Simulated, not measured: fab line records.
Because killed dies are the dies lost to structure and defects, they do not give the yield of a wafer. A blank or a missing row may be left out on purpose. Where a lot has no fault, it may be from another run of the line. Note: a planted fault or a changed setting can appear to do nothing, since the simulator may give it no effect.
Matching of chambers | flow n5 finfet | N5_BEOL_M7_ETCH_72 on rie diel-04: 4 sister chambers
The step etches underlayer in N2/H2, target depth 6.5 nm, time 5.2 s. 4 wafers are shown with their chamber, then 7 later ones without.

== WAFERS WITH THEIR CHAMBER ==
wafer  | chamber | showerhead plenum p Torr (Torr)
L076.4 | 2       | 2.64
L084.3 | 1       | 2.47
L082.1 | 3       | 2.43
L082.3 | 0       | 2.52

== WAFERS WITH NO CHAMBER GIVEN ==
wafer  | showerhead plenum p Torr (Torr)
L082.5 | 2.63
L083.2 | 2.52
L083.5 | 2.52
L083.6 | 2.46
L091.3 | 2.52
L091.4 | 2.52
L091.6 | 2.42

== WHICH CHAMBER EACH WENT THROUGH ==
wafer  | from the rows above | in truth
L082.5 | 2                   | 2
L083.2 | 0                   | 0
L083.5 | 0                   | 0
L083.6 | 1                   | 1
L091.3 | 0                   | 0
L091.4 | 0                   | 0
L091.6 | 3                   | 3
Correctly placed: 7 of 7. Left unplaced by these rows: 0. Number placed wrongly: 0.
How it was worked out, from the rows above alone: a wafer's distance from a chamber is the root of the sum, over the readings, of the square of ((its reading less the chamber's mean) divided by the reading's scatter). If the next closest chamber is less than 2 further off than the closest, the wafer can't be placed; otherwise it belongs to the closest. The mean given for a chamber averages the wafers shown for that chamber. The scatter: with one shown wafer a chamber, the root of the mean of the squares of how far each hidden wafer lies from its nearest shown one.
